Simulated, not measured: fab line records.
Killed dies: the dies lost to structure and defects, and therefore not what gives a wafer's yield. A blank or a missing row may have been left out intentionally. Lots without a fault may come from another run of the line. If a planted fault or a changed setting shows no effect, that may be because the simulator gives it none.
Matching of chambers + flow nandHarc + rieDiel-09 running NHARC_A_CONTACT_ETCH_75: 4 sister chambers
The step etches the open film in CF4, target depth 39 nm, time 65 s. 4 wafers are shown with their chamber, then 12 later ones without.

== WAFERS PAIRED WITH THEIR CHAMBERS ==
| wafer  | chamber | showerheadPlenumPTorr (Torr) |
|--------|---------|------------------------------|
| L084.5 | 3       | 1.64                         |
| L091.2 | 1       | 1.85                         |
| L091.3 | 2       | 1.79                         |
| L091.5 | 0       | 1.67                         |

== WAFERS WITHOUT THEIR CHAMBER ==
| wafer  | showerheadPlenumPTorr (Torr) |
|--------|------------------------------|
| L092.3 | 1.78                         |
| L092.4 | 1.85                         |
| L092.5 | 1.67                         |
| L093.1 | 1.85                         |
| L093.2 | 1.67                         |
| L093.3 | 1.78                         |
| L095.3 | 1.78                         |
| L095.5 | 1.91                         |
| L095.6 | 1.67                         |
| L097.3 | 1.78                         |
| L097.5 | 1.84                         |
| L097.6 | 1.67                         |

== EACH ONE'S CHAMBER ==
| wafer  | from the rows above     | in truth                   |
|--------|-------------------------|----------------------------|
| L092.3 | 2                       | 2                          |
| L092.4 | 1                       | 1                          |
| L092.5 | can't be placed: 0 or 3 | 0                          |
| L093.1 | 1                       | 1                          |
| L093.2 | can't be placed: 0 or 3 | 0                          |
| L093.3 | 2                       | 2                          |
| L095.3 | 2                       | 2                          |
| L095.5 | 1                       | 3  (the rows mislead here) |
| L095.6 | can't be placed: 0 or 3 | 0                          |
| L097.3 | 2                       | 2                          |
| L097.5 | 1                       | 1                          |
| L097.6 | can't be placed: 0 or 3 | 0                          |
Correctly placed: 7 of 12. These rows do not allow placing 4 (true chamber among the candidates in 4). Number placed wrongly: 1.
How it was worked out, from the rows above alone: a wafer's distance from a chamber is the root of the sum, over the readings, of the square of ((its reading less the chamber's mean) divided by the reading's scatter). If the next closest chamber is less than 2 further off than the closest, the wafer can't be placed; otherwise it belongs to the closest. The mean given for a chamber averages the wafers shown for that chamber. The scatter: with one shown wafer a chamber, the root of the mean of the squares of how far each hidden wafer lies from its nearest shown one.
